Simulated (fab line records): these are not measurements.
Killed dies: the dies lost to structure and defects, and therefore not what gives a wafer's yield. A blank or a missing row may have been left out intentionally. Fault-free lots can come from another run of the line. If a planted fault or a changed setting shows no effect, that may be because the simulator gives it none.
fab line records | flow nandHarc | part 2 of 2: steps 24 to 30 of 30
[record] lots = 5 wafers = 15 lastDay = 25
route steps=1159 shown A_CONTACT@917
lots untouched by any fault: they come from a run of this same line in which no faults occurred
startH: hours from the record's opening day to when the first of the lot's shown wafers began | waitH: how many hours have passed since the lot's step before this one | " identical to the entry in the row above | L1.1+2: one row covering several wafers at once | - value missing, or start not given | * or withheld: withheld | < > ~ a bound
route shown NAME@n: names a module that has steps shown in the file, with the first one's number in the route | usual: the fault-free wafers' mean and standard deviation | same: alike in all rows | chamber/n: place in a boat | sites: readings site by site | _std_site: standard deviation across them | _edge_site: outer sites' mean less inner sites' | radiusMm: how far each site lies from the wafer's centre | mask NAME#n: copy n | behind: the tool/chamber that last shaped the wafer | hold: cause of the lot's hold/its duration in hours/its outcome | device: transistor that didn't switch, given as n, p or np | end of line: tests run on the same wafers once the route is complete | a step with no rows: only its recipe | killed: the dies lost at the first sort to structure and to defects; this is not the yield of the wafer | map: per-die view of a wafer (x killed, . not killed, _ where there is no die)
set.NAME: setting as actually run; set.NAME@STEP: the setting as run at that earlier step | model.NAME: the simulator's own value behind a step, which no gauge read
lots at some steps of the route; a table a step, a row a wafer
services: when a tool's chamber went out of use (startH, in hours from the record's first day, below 0 if earlier), for how many hours, and the reason
[[steps]]
[step NHARC_A_CONTACT_ETCH_89]
[recipe] targetDepthA = 2600 overEtchFrac = 0.3 timeS = 475.3 ionEnergyEv = 200 n2FlowSccm = 150 h2FlowSccm = 150 arFlowSccm = 0 rfW = 400 biasW = 150 chemistry = N2/H2
[usual] drypumpMotorCurrentA = 5.9/0.31 oesProductAu = 1.000/0.0079 rfVppV = 430/3.2 showerheadPlenumPTorr = 2.02/0.11 throttleValvePct = 14.171/0.0091
[same] timeS = 475.3
// columns lot.wafer tool chamber startH waitH drypumpMotorCurrentA oesProductAu rfHoursCounterH rfVppV showerheadPlenumPTorr throttleValvePct
L075.2 rieDiel-02 1 - - 5.1 1.001 17 436 2.21 14.162
L075.1 " 2 " " 5.7 1.017 16 428 1.97 14.193
L075.3 " 3 " " 6.5 0.997 15 436 2.21 14.166
L084.1 rieDiel-09 2 - - 6.0 0.994 1 435 2.22 14.167
L084.3 " 0 " " 5.8 1.003 1 428 1.93 14.184
L084.5 " 3 " " 6.1 0.998 - 430 2.07 14.179
L085.3 rieDiel-09 2 - - 6.0 1.004 3 436 2.22 14.180
L085.5 " 1 " " 5.5 0.992 - 425 1.92 14.176
L085.6 " 2 " " 6.0 1.000 - 436 2.22 14.178
L091.1 rieDiel-09 0 - - 5.8 1.000 8 428 1.92 14.163
L091.4 " 1 " " 5.4 1.002 8 426 1.91 14.168
L091.5 " 2 " " 6.0 1.004 - 435 2.22 14.170
L097.3 rieDiel-09 1 - - 5.5 1.001 16 426 1.91 14.174
L097.6 " 2 " " 6.0 0.997 - 434 2.21 14.175
L097.5 " 3 " " 6.1 1.013 - 430 2.06 14.176
[step NHARC_A_CONTACT_ETCH_30]
[recipe] targetDepthA = 605 timeS = 30.2 cf4FlowSccm = 100 chf3FlowSccm = 30 arFlowSccm = 0 rfW = 500 biasW = 200 chemistry = CF4/CHF3
[usual] drypumpMotorCurrentA = 5.8/0.31 oesProductAu = 0.943/0.023 rfVppV = 370.0/2.6 showerheadPlenumPTorr = 1.56/0.078 throttleValvePct = 16.802/0.0095
[same] timeS = 30.2
// columns lot.wafer tool chamber startH waitH drypumpMotorCurrentA oesProductAu rfHoursCounterH rfVppV showerheadPlenumPTorr throttleValvePct
L075.3 rieDiel-02 3 - - 6.5 0.977 15 375.2 1.70 16.804
L075.2 " 0 " " 6.3 0.952 16 369.1 1.52 16.793
L075.1 " 1 " " 5.1 0.957 17 373.5 1.70 16.805
L084.1 rieDiel-09 2 - - 6.0 0.921 1 375.2 1.70 16.818
L084.3 " 0 " " 5.8 0.924 1 368.3 1.49 16.822
L084.5 " 1 " " 5.5 0.921 - 367.4 1.49 16.811
L085.3 rieDiel-09 3 - - 6.1 0.957 3 372.2 1.59 16.809
L085.5 " 3 " " 6.1 0.965 - 371.2 1.59 16.801
L085.6 " 0 " " 5.8 0.975 - 368.9 1.49 16.805
L091.4 rieDiel-09 1 - - 5.5 0.923 8 367.1 1.48 16.815
L091.1 " 2 " " 6.0 0.919 7 375.5 1.70 16.788
L091.5 " 0 " " 5.8 0.934 - 366.7 1.49 16.782
L097.3 rieDiel-09 2 - - 6.0 0.969 16 374.0 1.70 16.809
L097.5 " 0 " " 5.8 0.969 - 368.2 1.49 16.808
L097.6 " 1 " " 5.5 0.967 - 367.9 1.48 16.808
[step NHARC_A_CONTACT_ETCH_31]
[recipe] targetDepthA = 20000 overEtchFrac = 0.3 timeS = 520 ionEnergyEv = 150 o2FlowSccm = 400 cosFlowSccm = 20 arFlowSccm = 0 rfW = 500 biasW = 300 chemistry = O2/COS
[usual] drypumpMotorCurrentA = 5.9/0.31 oesProductAu = 0.999/0.0086 rfVppV = 313.6/2.2 showerheadPlenumPTorr = 3.09/0.15 throttleValvePct = 28.330/0.0099
[same] timeS = 520
// columns lot.wafer tool chamber startH waitH drypumpMotorCurrentA oesProductAu rfHoursCounterH rfVppV showerheadPlenumPTorr throttleValvePct
L075.3 rieDiel-02 2 - - 5.6 1.028 16 313.2 3.03 28.326
L075.2 " 3 " " 6.5 1.002 15 318.3 3.36 28.331
L075.1 " 1 " " 5.1 1.002 17 318.2 3.36 28.335
L084.3 rieDiel-09 0 - - 5.8 0.992 1 312.0 2.96 28.332
L084.1 " 2 " " 6.0 0.991 1 317.1 3.37 28.307
L084.5 " 1 " " 5.5 0.992 - 311.6 2.95 28.331
L085.3 rieDiel-09 1 - - 5.5 0.993 3 311.7 2.95 28.339
L085.5 " 2 " " 6.0 0.986 - 317.0 3.37 28.325
L085.6 " 3 " " 6.1 0.993 - 314.9 3.16 28.323
L091.1 rieDiel-09 1 - - 5.5 1.002 9 312.5 2.95 28.341
L091.4 " 3 " " 6.1 0.996 8 313.9 3.15 28.328
L091.5 " 0 " " 5.8 1.009 - 312.9 2.96 28.342
L097.3 rieDiel-09 0 - - 5.8 1.005 16 312.5 2.96 28.322
L097.6 " 0 " " 5.8 1.003 - 310.9 2.96 28.352
L097.5 " 1 " " 5.5 0.996 - 311.2 2.94 28.325
[step NHARC_A_CONTACT_ETCH_134]
[recipe] sourceW = withheld pressureMtorr = 20 biasV = withheld timeS = 140 targetDepthA = 7000 arFlowSccm = withheld c4f8FlowSccm = withheld o2FlowSccm = withheld chemistry = C4F8/O2/Ar
[same] timeS = 140
// columns lot.wafer tool chamber startH waitH rfHoursCounterH
L075.2 harCapEtch-01 0 383.76 - 58
L075.1 " 1 " " 58
L075.3 " 1 " " -
L084.1 harCapEtch-03 0 448.68 - 95
L084.3 " 1 " " -
L084.5 " 0 " " -
L085.3 harCapEtch-02 1 456.48 - -
L085.5 " 1 " " -
L085.6 " 0 " " -
L091.1 harCapEtch-01 1 488.22 - 76
L091.4 " 0 " " -
L091.5 " 0 " " -
L097.3 harCapEtch-01 1 533.09 - -
L097.6 " 0 " " -
L097.5 " 1 " " -
[step NHARC_A_CONTACT_ETCH_135]
[recipe] sourceW = withheld pressureMtorr = 20 biasV = 3000 timeS = 132 targetDepthA = 12870 arFlowSccm = withheld c4f8FlowSccm = withheld o2FlowSccm = withheld chemistry = C4F8/O2/Ar
[same] timeS = 132
// columns lot.wafer tool chamber startH waitH rfHoursCounterH
L075.2 harCapEtch-01 0 383.96 0.2 58
L075.1 " 1 " " 58
L075.3 " 1 " " -
L084.1 harCapEtch-03 0 448.95 0.2 95
L084.3 " 1 " " -
L084.5 " 0 " " -
L085.3 harCapEtch-02 1 456.66 0.1 -
L085.5 " 1 " " -
L085.6 " 0 " " -
L091.1 harCapEtch-01 1 488.42 0.2 76
L091.4 " 0 " " -
L091.5 " 0 " " -
L097.3 harCapEtch-01 1 533.25 0.1 -
L097.6 " 0 " " -
L097.5 " 1 " " -
[step NHARC_A_CONTACT_ETCH_136]
[recipe] sourceW = withheld pressureMtorr = 20 biasV = 3000 timeS = 132 targetDepthA = 12870 arFlowSccm = withheld c4f8FlowSccm = withheld o2FlowSccm = withheld chemistry = C4F8/O2/Ar
[same] timeS = 132
// columns lot.wafer tool chamber startH waitH rfHoursCounterH
L075.2 harCapEtch-01 0 384.08 0.1 58
L075.1 " 1 " " 58
L075.3 " 1 " " -
L084.1 harCapEtch-03 0 449.11 0.1 95
L084.3 " 1 " " -
L084.5 " 0 " " -
L085.3 harCapEtch-02 1 456.78 0.1 -
L085.5 " 1 " " -
L085.6 " 0 " " -
L091.1 harCapEtch-01 1 488.55 0.1 76
L091.4 " 0 " " -
L091.5 " 0 " " -
L097.3 harCapEtch-01 1 533.37 0.1 -
L097.6 " 0 " " -
L097.5 " 1 " " -
[step NHARC_A_CONTACT_ETCH_137]
[recipe] sourceW = withheld pressureMtorr = 20 biasV = 3000 timeS = 132 targetDepthA = 12870 arFlowSccm = withheld c4f8FlowSccm = withheld o2FlowSccm = withheld chemistry = C4F8/O2/Ar
[same] timeS = 132
// columns lot.wafer tool chamber startH waitH rfHoursCounterH
L075.2 harCapEtch-01 0 384.20 0.1 58
L075.1 " 1 " " 58
L075.3 " 1 " " -
L084.1 harCapEtch-03 0 449.28 0.1 95
L084.3 " 1 " " -
L084.5 " 0 " " -
L085.3 harCapEtch-02 1 456.90 0.1 -
L085.5 " 1 " " -
L085.6 " 0 " " -
L091.1 harCapEtch-01 1 488.67 0.1 77
L091.4 " 0 " " -
L091.5 " 0 " " -
L097.3 harCapEtch-01 1 533.49 0.1 -
L097.6 " 0 " " -
L097.5 " 1 " " -
[[services]]
// columns tool chamber startH hours kind
pecvd-01 2 361.15 11.4 repair
rieDiel-03 1 362.93 8.5 repair
arfiScanner-01 - 368.00 4.0 pm
wetBench-05 - 372.80 8.0 pm
arfiScanner-03 - 373.07 1.7 repair
pecvd-04 - 376.46 13.0 pm
arfiScanner-03 - 380.61 3.5 repair
arfiScanner-03 - 387.42 0.5 repair
rieDiel-03 - 392.40 9.0 pm
aclDep-03 - 406.93 13.0 pm
arfiScanner-01 - 415.92 1.3 repair
rieDiel-09 1 416.14 3.3 repair
pecvd-01 - 418.00 13.0 pm
arfiScanner-02 - 428.00 4.0 pm
rieDiel-09 - 431.41 9.0 pm
lithoTrack-01 - 443.01 7.0 pm
lithoTrack-06 - 467.00 7.0 pm
rieDiel-02 1 467.53 6.4 repair
pecvd-03 - 473.41 13.0 pm
rieDiel-03 0 486.63 5.8 repair
lithoTrack-04 - 491.00 7.0 pm
rieDiel-02 - 505.06 9.0 pm
rieDiel-09 2 509.84 4.7 repair
wetBench-04 - 515.21 8.0 pm
